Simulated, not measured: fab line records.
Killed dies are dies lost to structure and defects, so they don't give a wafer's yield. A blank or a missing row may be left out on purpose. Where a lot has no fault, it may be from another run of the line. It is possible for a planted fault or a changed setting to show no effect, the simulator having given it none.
fab line records + flow nand_harc
[record]
- lots = 14
- wafers = 42
- last_day = 24
route steps=1159 shown P_M1@299 P_M2@326
lots that met no fault: from a run of the same line without faults
start_h: hours from the record's first day to the start of the lot's first wafer shown + wait_h: hours from the lot's prior step to this one + " identical to the entry in the row above + L1.1+2: one row covering several wafers at once + - value missing, or start not given + * or withheld: withheld + < > ~ a bound
route shown NAME@n: NAME is a module with steps in the file, n the number in the route of the first one + usual: average and standard deviation across the fault-free wafers + same: alike in all rows + chamber/n: place in a boat + sites: readings site by site + _std_site: standard deviation of those values + _edge_site: mean of outer sites minus mean of inner sites + radius_mm: for every site, how far away it sits from the centre of the wafer + mask NAME#n: copy n + behind: the last tool/chamber to shape the wafer + hold: cause of the lot's hold/its duration in hours/its outcome + device: which transistor (n, p or np) failed to switch + end of line: the same wafers' tests at the end of the route + where a step has no rows: the recipe by itself + killed: count of dies lost to structure and defects at first sort (not the wafer's yield) + map: shows each die of a wafer: x if killed, . if not, _ if none is there
set.NAME: the setting as run; set.NAME@STEP: as run at that earlier step + model.NAME: the simulator's own value behind a step, which no gauge read
the route's steps for a sample of lots (tables are steps, rows are wafers)
services: a tool's chamber out of use, with start hour (start_h, from the record's first day; less than 0 if before it), hours out, and reason
[[steps]]
[step NHARC_P_M1_ETCH_35]
[recipe]
- target_depth_a = 400
- overetch_a = 120
- time_s = 43.94
- ion_energy_ev = 200
- n2_flow_sccm = 150
- h2_flow_sccm = 150
- ar_flow_sccm = 0
- rf_w = 400
- bias_w = 150
- chemistry = N2/H2
[usual]
- drypump_motor_current_A = 5.8/0.49
- oes_product_au = 1.001/0.012
- rf_fwd_power_W = 395.2/1.8
- rf_vpp_V = 431.9/2.1
- showerhead_plenum_p_Torr = 2.09/0.075
- throttle_valve_pct = 14.170/0.0091
| lot.wafer | tool        | chamber | start_h | wait_h | drypump_motor_current_A | oes_product_au | rf_fwd_power_W | rf_hours_counter_h | rf_vpp_V | showerhead_plenum_p_Torr | throttle_valve_pct |
|-----------|-------------|---------|---------|--------|-------------------------|----------------|----------------|--------------------|----------|--------------------------|--------------------|
| L607.2    | rie_diel-02 | 3       | 129.71  | 0.5    | 6.3                     | 0.989          | 395.3          | 4                  | 434.5    | 2.15                     | 14.160             |
| L607.1    | "           | 0       | "       | "      | 4.8                     | 0.988          | 396.7          | 3                  | 427.4    | 1.92                     | 14.172             |
| L607.6    | "           | 3       | "       | "      | 6.3                     | 0.995          | 393.5          | -                  | 435.0    | 2.15                     | 14.178             |
| L609.3    | rie_diel-02 | 2       | 146.52  | 0.1    | 6.4                     | 1.021          | 392.8          | 4                  | 431.8    | 2.07                     | 14.160             |
| L609.5    | "           | 0       | "       | "      | 4.8                     | 0.994          | 396.5          | -                  | 427.0    | 1.92                     | 14.161             |
| L609.6    | "           | 1       | "       | "      | 5.6                     | 1.005          | 396.9          | -                  | 432.0    | 2.08                     | 14.185             |
| L611.4    | rie_diel-05 | 0       | 157.54  | 0.1    | 5.7                     | 0.993          | 391.6          | 13                 | 435.2    | 2.21                     | 14.159             |
| L611.3    | "           | 1       | "       | "      | 5.4                     | 0.999          | 395.4          | 13                 | 432.3    | 2.04                     | 14.169             |
| L611.2    | "           | 3       | "       | "      | 6.2                     | 1.005          | 396.1          | 12                 | 435.1    | 2.17                     | 14.168             |
| L612.4    | rie_diel-09 | 1       | 166.81  | 0.1    | 5.6                     | 0.987          | 395.8          | 6                  | 430.4    | 2.04                     | 14.169             |
| L612.2    | "           | 3       | "       | "      | 5.5                     | 0.989          | 395.1          | 5                  | 432.8    | 2.16                     | 14.174             |
| L612.5    | "           | 1       | "       | "      | 5.6                     | 0.986          | 396.4          | -                  | 430.8    | 2.04                     | 14.169             |
| L613.2    | rie_diel-02 | 3       | 167.00  | 0.1    | 6.3                     | 1.009          | 395.2          | 0                  | 434.0    | 2.15                     | 14.167             |
| L613.5    | "           | 3       | "       | "      | 6.3                     | 1.011          | 393.3          | -                  | 432.8    | 2.15                     | 14.162             |
| L613.6    | "           | 0       | "       | "      | 4.8                     | 0.994          | 396.0          | -                  | 427.0    | 1.92                     | 14.180             |
| L618.4    | rie_diel-09 | 1       | 193.95  | 0.1    | 5.5                     | 0.998          | 394.0          | 8                  | 430.0    | 2.04                     | 14.162             |
| L618.1    | "           | 3       | "       | "      | 5.5                     | 0.992          | 394.5          | 7                  | 434.3    | 2.16                     | 14.169             |
| L618.6    | "           | 1       | "       | "      | 5.6                     | 0.987          | 393.6          | -                  | 430.6    | 2.04                     | 14.180             |
| L619.1    | rie_diel-09 | 1       | 203.24  | 0.1    | 5.6                     | 0.983          | 393.4          | 8                  | 430.6    | 2.04                     | 14.166             |
| L619.2    | "           | 3       | "       | "      | 5.5                     | 0.990          | 397.9          | 7                  | 433.8    | 2.16                     | 14.162             |
| L619.4    | "           | 0       | "       | "      | 5.6                     | 1.003          | 398.6          | 8                  | 433.9    | 2.13                     | 14.166             |
| L620.3    | rie_diel-09 | 3       | 217.14  | 0.1    | 5.5                     | 0.988          | 396.6          | 8                  | 434.5    | 2.16                     | 14.168             |
| L620.2    | "           | 1       | "       | "      | 5.6                     | 0.983          | 397.5          | 9                  | 430.2    | 2.04                     | 14.181             |
| L620.5    | "           | 3       | "       | "      | 5.5                     | 0.993          | 395.6          | -                  | 432.7    | 2.16                     | 14.184             |
| L623.3    | rie_diel-02 | 2       | 229.86  | 0.1    | 6.4                     | 1.014          | 392.2          | 2                  | 429.9    | 2.07                     | 14.170             |
| L623.5    | "           | 1       | "       | "      | 5.6                     | 1.007          | 394.8          | -                  | 430.3    | 2.08                     | 14.181             |
| L623.6    | "           | 2       | "       | "      | 6.4                     | 1.014          | 392.2          | -                  | 430.5    | 2.07                     | 14.177             |
| L624.3    | rie_diel-09 | 2       | 237.52  | 0.1    | 6.1                     | 0.998          | 396.3          | 10                 | 430.6    | 2.07                     | 14.143             |
| L624.2    | "           | 3       | "       | "      | 5.5                     | 1.001          | 396.9          | 9                  | 433.5    | 2.16                     | 14.171             |
| L624.4    | "           | 3       | "       | "      | 5.5                     | 0.991          | 396.3          | -                  | 433.4    | 2.16                     | 14.162             |
| L625.1    | rie_diel-02 | 3       | 238.05  | 0.1    | 6.3                     | 0.998          | 394.0          | 2                  | 433.4    | 2.15                     | 14.164             |
| L625.3    | "           | 0       | "       | "      | 4.8                     | 0.982          | 396.1          | 2                  | 427.8    | 1.92                     | 14.188             |
| L625.5    | "           | 1       | "       | "      | 5.6                     | 1.006          | 396.9          | -                  | 432.5    | 2.08                     | 14.169             |
| L627.4    | rie_diel-02 | 2       | 247.67  | 0.1    | 6.4                     | 1.015          | 394.7          | 2                  | 432.4    | 2.07                     | 14.166             |
| L627.3    | "           | 1       | "       | "      | 5.6                     | 1.008          | 396.7          | 2                  | 431.5    | 2.08                     | 14.161             |
| L627.6    | "           | 2       | "       | "      | 6.4                     | 1.024          | 393.4          | -                  | 432.2    | 2.07                     | 14.178             |
| L626.3    | rie_diel-05 | 2       | 248.07  | 0.1    | 5.5                     | 0.985          | 396.4          | 6                  | 431.9    | 2.13                     | 14.172             |
| L626.2    | "           | 3       | "       | "      | 6.2                     | 1.028          | 394.7          | 6                  | 432.8    | 2.16                     | 14.175             |
| L626.5    | "           | 2       | "       | "      | 5.5                     | 0.982          | 396.8          | -                  | 434.3    | 2.13                     | 14.177             |
| L628.4    | rie_diel-05 | 0       | 251.31  | 0.1    | 5.6                     | 0.977          | 394.6          | 6                  | 435.0    | 2.21                     | 14.160             |
| L628.2    | "           | 1       | "       | "      | 5.3                     | 1.015          | 391.5          | 6                  | 430.6    | 2.04                     | 14.157             |
| L628.5    | "           | 1       | "       | "      | 5.3                     | 1.018          | 393.3          | -                  | 429.3    | 2.04                     | 14.179             |
[step NHARC_P_M1_DEGAS_29]
[recipe]
- temp_c = 250
- time_s = 60
[usual]
- heater_power_w = 342/23
| lot.wafer | tool           | chamber | start_h | wait_h | heater_power_w |
|-----------|----------------|---------|---------|--------|----------------|
| L607.2    | pvd_sputter-02 | -       | 130.66  | -      | 330            |
| L607.1    | "              | -       | "       | "      | 296            |
| L607.6    | "              | -       | "       | "      | 359            |
| L609.3    | pvd_sputter-02 | -       | 147.48  | -      | 351            |
| L609.5    | "              | -       | "       | "      | 345            |
| L609.6    | "              | -       | "       | "      | 367            |
| L611.3    | pvd_sputter-02 | -       | 158.50  | -      | 345            |
| L611.2    | "              | -       | "       | "      | 365            |
| L611.4    | "              | -       | "       | "      | 329            |
| L612.2    | pvd_sputter-02 | -       | 167.75  | -      | 335            |
| L612.4    | "              | -       | "       | "      | 372            |
| L612.5    | "              | -       | "       | "      | 348            |
| L613.2    | pvd_sputter-02 | -       | 167.95  | -      | 301            |
| L613.5    | "              | -       | "       | "      | 336            |
| L613.6    | "              | -       | "       | "      | 299            |
| L618.1    | pvd_sputter-03 | -       | 194.88  | -      | 349            |
| L618.4    | "              | -       | "       | "      | 308            |
| L618.6    | "              | -       | "       | "      | 308            |
| L619.2    | pvd_sputter-03 | -       | 204.18  | -      | 355            |
| L619.4    | "              | -       | "       | "      | 315            |
| L619.1    | "              | -       | "       | "      | 360            |
| L620.3    | pvd_sputter-01 | -       | 218.27  | -      | 338            |
| L620.2    | "              | -       | "       | "      | 357            |
| L620.5    | "              | -       | "       | "      | 354            |
| L623.3    | pvd_sputter-01 | -       | 230.80  | -      | 370            |
| L623.6    | "              | -       | "       | "      | 365            |
| L623.5    | "              | -       | "       | "      | 366            |
| L624.3    | pvd_sputter-02 | -       | 238.56  | -      | 368            |
| L624.2    | "              | -       | "       | "      | 328            |
| L624.4    | "              | -       | "       | "      | 320            |
| L625.3    | pvd_sputter-03 | -       | 238.98  | -      | 348            |
| L625.1    | "              | -       | "       | "      | 350            |
| L625.5    | "              | -       | "       | "      | 300            |
| L627.4    | pvd_sputter-02 | -       | 248.67  | -      | 309            |
| L627.3    | "              | -       | "       | "      | 336            |
| L627.6    | "              | -       | "       | "      | 359            |
| L626.2    | pvd_sputter-03 | -       | 249.01  | -      | 304            |
| L626.3    | "              | -       | "       | "      | 348            |
| L626.5    | "              | -       | "       | "      | 349            |
| L628.2    | pvd_sputter-02 | -       | 252.25  | -      | 344            |
| L628.4    | "              | -       | "       | "      | 371            |
| L628.5    | "              | -       | "       | "      | 343            |
[step NHARC_P_M1_DEP_33]
[recipe]
- target_thk_a = 300
- temp_c = 370
- target_thk_nm = 30
- pressure_torr = 3
- flow_sccm = 200
- rf_w = 450
- material = SiCN
[usual]
- heater_power_w = 612/50
- rf_fwd_power_W = 449.0/1.3
| lot.wafer | tool     | chamber | start_h | wait_h | heater_power_w | rf_fwd_power_W |
|-----------|----------|---------|---------|--------|----------------|----------------|
| L607.2    | pecvd-02 | 0       | 132.37  | 0.1    | 673            | 449.5          |
| L607.1    | "        | 2       | "       | "      | 599            | 448.1          |
| L607.6    | "        | 2       | "       | "      | 644            | 446.6          |
| L609.3    | pecvd-03 | 0       | 149.23  | 0.1    | 600            | 451.3          |
| L609.6    | "        | 0       | "       | "      | 593            | 449.2          |
| L609.5    | "        | 1       | "       | "      | 588            | 448.8          |
| L611.3    | pecvd-03 | 2       | 160.19  | 0.1    | 626            | 449.9          |
| L611.2    | "        | 1       | "       | "      | 563            | 449.6          |
| L611.4    | "        | 0       | "       | "      | 662            | 448.4          |
| L612.2    | pecvd-03 | 2       | 169.50  | 0.1    | 607            | 446.6          |
| L612.4    | "        | 2       | "       | "      | 607            | 448.5          |
| L612.5    | "        | 1       | "       | "      | 612            | 451.7          |
| L613.2    | pecvd-02 | 2       | 169.71  | 0.1    | 609            | 448.6          |
| L613.5    | "        | 2       | "       | "      | 606            | 449.2          |
| L613.6    | "        | 0       | "       | "      | 733            | 451.0          |
| L618.1    | pecvd-03 | 2       | 196.59  | 0.1    | 532            | 448.7          |
| L618.4    | "        | 2       | "       | "      | 534            | 449.1          |
| L618.6    | "        | 1       | "       | "      | 584            | 450.3          |
| L619.1    | pecvd-03 | 2       | 205.95  | 0.1    | 546            | 449.6          |
| L619.2    | "        | 0       | "       | "      | 656            | 446.3          |
| L619.4    | "        | 2       | "       | "      | 547            | 449.4          |
| L620.2    | pecvd-04 | 2       | 219.98  | 0.1    | 677            | 450.1          |
| L620.3    | "        | 1       | "       | "      | 688            | 450.5          |
| L620.5    | "        | 0       | "       | "      | 656            | 450.7          |
| L623.3    | pecvd-04 | 2       | 232.54  | 0.1    | 671            | 449.5          |
| L623.6    | "        | 1       | "       | "      | 586            | 447.1          |
| L623.5    | "        | 0       | "       | "      | 634            | 449.7          |
| L624.3    | pecvd-03 | 1       | 240.35  | 0.1    | 619            | 450.0          |
| L624.2    | "        | 0       | "       | "      | 624            | 449.7          |
| L624.4    | "        | 2       | "       | "      | 648            | 450.6          |
| L625.1    | pecvd-03 | 1       | 240.96  | 0.1    | 601            | 450.4          |
| L625.3    | "        | 2       | "       | "      | 613            | 451.1          |
| L625.5    | "        | 2       | "       | "      | 639            | 449.3          |
| L627.3    | pecvd-02 | 0       | 250.41  | 0.1    | 670            | 447.1          |
| L627.6    | "        | 2       | "       | "      | 626            | 446.9          |
| L627.4    | "        | 1       | "       | "      | 574            | 449.7          |
| L626.3    | pecvd-04 | 2       | 250.77  | 0.1    | 681            | 449.0          |
| L626.2    | "        | 0       | "       | "      | 643            | 449.0          |
| L626.5    | "        | 2       | "       | "      | 701            | 448.8          |
| L628.2    | pecvd-03 | 2       | 253.99  | 0.1    | 631            | 448.8          |
| L628.5    | "        | 2       | "       | "      | 611            | 450.0          |
| L628.4    | "        | 0       | "       | "      | 538            | 449.4          |
[step NHARC_P_M2_PEB_07]
[recipe]
- peb_temp_c = 100
- peb_time_s = 65
[usual]
- chill_plate_temp_C = 23.01/0.099
- exhaust_pa = 45.0/0.82
| lot.wafer | tool           | chamber | start_h | wait_h | chill_plate_temp_C | exhaust_pa |
|-----------|----------------|---------|---------|--------|--------------------|------------|
| L607.1    | litho_track-04 | 0       | 133.52  | 0.1    | 22.93              | 44.4       |
| L607.2    | "              | 0       | "       | "      | 22.98              | 45.5       |
| L607.6    | "              | 0       | "       | "      | 22.98              | 44.3       |
| L609.3    | litho_track-04 | 0       | 150.42  | 0.1    | 23.08              | 44.9       |
| L609.5    | "              | 0       | "       | "      | 22.86              | 44.2       |
| L609.6    | "              | 0       | "       | "      | 22.93              | 45.3       |
| L611.2    | litho_track-04 | 0       | 161.34  | 0.1    | 22.92              | 43.0       |
| L611.3    | "              | 0       | "       | "      | 22.90              | 45.2       |
| L611.4    | "              | 0       | "       | "      | 22.94              | 44.5       |
| L613.2    | litho_track-04 | -       | 170.87  | 0.1    | -                  | -          |
| L613.5    | "              | -       | "       | "      | -                  | -          |
| L613.6    | "              | -       | "       | "      | -                  | -          |
| L612.2    | litho_track-01 | -       | 171.03  | 0.1    | -                  | -          |
| L612.4    | "              | -       | "       | "      | -                  | -          |
| L612.5    | "              | -       | "       | "      | -                  | -          |
| L618.1    | litho_track-04 | 0       | 197.75  | 0.1    | 22.80              | 46.8       |
| L618.4    | "              | 0       | "       | "      | 22.82              | 45.9       |
| L618.6    | "              | 0       | "       | "      | 23.04              | 45.3       |
| L619.1    | litho_track-06 | 0       | 207.05  | 0.1    | 23.00              | 44.1       |
| L619.2    | "              | 0       | "       | "      | 22.91              | 44.5       |
| L619.4    | "              | 0       | "       | "      | 22.96              | 45.1       |
| L620.2    | litho_track-04 | 0       | 221.15  | 0.1    | 22.86              | 45.2       |
| L620.3    | "              | 0       | "       | "      | 22.92              | 42.9       |
| L620.5    | "              | 0       | "       | "      | 23.00              | 44.2       |
| L623.3    | litho_track-06 | 0       | 233.75  | 0.0    | 23.04              | 44.5       |
| L623.5    | "              | 0       | "       | "      | 23.05              | 45.4       |
| L623.6    | "              | 0       | "       | "      | 23.00              | 44.8       |
| L624.2    | litho_track-06 | 0       | 241.58  | 0.1    | 23.10              | 45.2       |
| L624.3    | "              | 0       | "       | "      | 22.96              | 45.2       |
| L624.4    | "              | 0       | "       | "      | 22.95              | 46.1       |
| L625.1    | litho_track-06 | 0       | 241.94  | 0.1    | 22.98              | 43.6       |
| L625.3    | "              | 0       | "       | "      | 22.91              | 42.9       |
| L625.5    | "              | 0       | "       | "      | 23.11              | 44.1       |
| L627.3    | litho_track-04 | 0       | 251.54  | 0.0    | 23.00              | 44.3       |
| L627.4    | "              | 0       | "       | "      | 23.13              | 45.0       |
| L627.6    | "              | 0       | "       | "      | 22.96              | 45.4       |
| L626.2    | litho_track-01 | 0       | 251.93  | 0.1    | 23.14              | 46.1       |
| L626.3    | "              | 0       | "       | "      | 23.02              | 46.0       |
| L626.5    | "              | 0       | "       | "      | 22.99              | 45.9       |
| L628.2    | litho_track-01 | 0       | 255.15  | 0.1    | 23.02              | 43.2       |
| L628.4    | "              | 0       | "       | "      | 23.00              | 44.3       |
| L628.5    | "              | 0       | "       | "      | 23.06              | 43.9       |
[[services]]
| tool           | chamber | start_h | hours | kind       |
|----------------|---------|---------|-------|------------|
| pecvd-03       | -       | 111.34  | 13.0  | pm         |
| pecvd-03       | 0       | 111.34  | 13.0  | vent_cycle |
| pecvd-03       | 1       | 111.34  | 13.0  | vent_cycle |
| pecvd-03       | 2       | 111.34  | 13.0  | vent_cycle |
| litho_track-06 | -       | 117.00  | 7.0   | pm         |
| pvd_sputter-03 | -       | 117.59  | 1.5   | repair     |
| pecvd-03       | 0       | 124.34  | -     | clean      |
| pecvd-03       | 1       | 124.34  | -     | clean      |
| litho_track-04 | -       | 141.00  | 7.0   | pm         |
| rie_diel-02    | 3       | 144.63  | 8.4   | repair     |
| rie_diel-02    | -       | 150.70  | 9.0   | pm         |
| pecvd-02       | -       | 153.06  | 13.0  | pm         |
| pvd_sputter-03 | -       | 155.92  | 2.0   | repair     |
| pvd_sputter-01 | -       | 158.17  | 10.0  | pm         |
| rie_diel-09    | -       | 163.03  | 0.7   | repair     |
| rie_diel-05    | -       | 163.60  | 9.0   | pm         |
| pecvd-03       | 0       | 164.67  | 20.3  | repair     |
| rie_diel-09    | 2       | 179.54  | 1.7   | repair     |
| pecvd-04       | -       | 195.32  | 13.0  | pm         |
| pvd_sputter-03 | -       | 215.16  | 12.0  | repair     |
| pvd_sputter-02 | -       | 218.80  | 2.2   | repair     |
| pvd_sputter-02 | -       | 222.76  | 4.5   | repair     |
| pecvd-02       | -       | 232.78  | 1.1   | repair     |
| rie_diel-09    | 3       | 253.21  | 4.4   | repair     |
[[key]]
[first_sign]
- step = NHARC_P_M2_PEB_07
- reading = tool_record
- direction = missing
effect none on later readings
met_at NHARC_P_M2_PEB_07
struck_lots L612,L613
rows_end L612.2,L612.4,L612.5,L613.2,L613.5,L613.6
not_acting_at NHARC_P_M1_ETCH_35,NHARC_P_M1_DEGAS_29,NHARC_P_M1_DEP_33
onset_between 161.34 170.87
[fault]
- kind = skipped_step_whole
- tool = litho_track-01,litho_track-04
- chamber = -
- onset_h = 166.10
- steps = NHARC_P_M2_PEB_07
- scope = struck_lots_only
// rows_end: these wafers met a further fault down the route, and their rows from its step on are left out
